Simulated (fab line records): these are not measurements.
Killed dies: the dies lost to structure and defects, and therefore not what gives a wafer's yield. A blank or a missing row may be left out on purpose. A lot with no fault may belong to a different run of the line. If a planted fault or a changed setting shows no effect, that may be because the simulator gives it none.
Chamber matching :: flow nand-harc :: NHARC_A_BLC_ETCH_16 on rie-diel-09 has 4 sister chambers
The step etches the open film in CF4, target depth 39 nm, time 65 s. 8 wafers are shown with their chamber, then 8 later ones without.

## EACH WAFER AND ITS CHAMBER
wafer: L076.6
chamber: 1
drypump-motor-current-A (A): 5.6
oes-product-au (a.u.): 1.010

wafer: L078.6
chamber: 3
drypump-motor-current-A (A): 5.9
oes-product-au (a.u.): 0.988

wafer: L079.3
chamber: 1
drypump-motor-current-A (A): 5.5
oes-product-au (a.u.): 1.018

wafer: L079.4
chamber: 2
drypump-motor-current-A (A): 6.1
oes-product-au (a.u.): 0.986

wafer: L087.1
chamber: 3
drypump-motor-current-A (A): 5.9
oes-product-au (a.u.): 1.002

wafer: L087.5
chamber: 0
drypump-motor-current-A (A): 5.8
oes-product-au (a.u.): 0.982

wafer: L087.6
chamber: 2
drypump-motor-current-A (A): 6.1
oes-product-au (a.u.): 0.974

wafer: L089.1
chamber: 0
drypump-motor-current-A (A): 5.8
oes-product-au (a.u.): 0.974

## WAFERS MISSING THEIR CHAMBER
wafer: L089.3
drypump-motor-current-A (A): 5.6
oes-product-au (a.u.): 1.008

wafer: L089.4
drypump-motor-current-A (A): 6.1
oes-product-au (a.u.): 0.974

wafer: L092.4
drypump-motor-current-A (A): 5.9
oes-product-au (a.u.): 0.998

wafer: L092.5
drypump-motor-current-A (A): 5.5
oes-product-au (a.u.): 1.000

wafer: L092.6
drypump-motor-current-A (A): 6.1
oes-product-au (a.u.): 0.974

wafer: L096.1
drypump-motor-current-A (A): 5.9
oes-product-au (a.u.): 0.990

wafer: L096.4
drypump-motor-current-A (A): 5.6
oes-product-au (a.u.): 1.006

wafer: L096.6
drypump-motor-current-A (A): 5.8
oes-product-au (a.u.): 0.966

## EACH ONE'S CHAMBER
wafer: L089.3
from the rows above: 1
in truth: 1

wafer: L089.4
from the rows above: 2
in truth: 2

wafer: L092.4
from the rows above: 3
in truth: 3

wafer: L092.5
from the rows above: 1
in truth: 1

wafer: L092.6
from the rows above: 2
in truth: 2

wafer: L096.1
from the rows above: 3
in truth: 3

wafer: L096.4
from the rows above: 1
in truth: 1

wafer: L096.6
from the rows above: 0
in truth: 0
Placed correctly: 8 of 8. Left unplaced by these rows: 0. 0 placed wrongly.
How it was worked out, from the rows above alone: a wafer's distance from a chamber is the root of the sum, over the readings, of the square of ((its reading less the chamber's mean) divided by the reading's scatter). If the next closest chamber is less than 2 further off than the closest, the wafer can't be placed; otherwise it belongs to the closest. For every chamber, the mean is computed from those of its wafers that are shown. How the scatter is found: for the shown wafers, subtract from each reading the mean of its chamber, square and add these, divide the total by (wafers less chambers), then take the root.
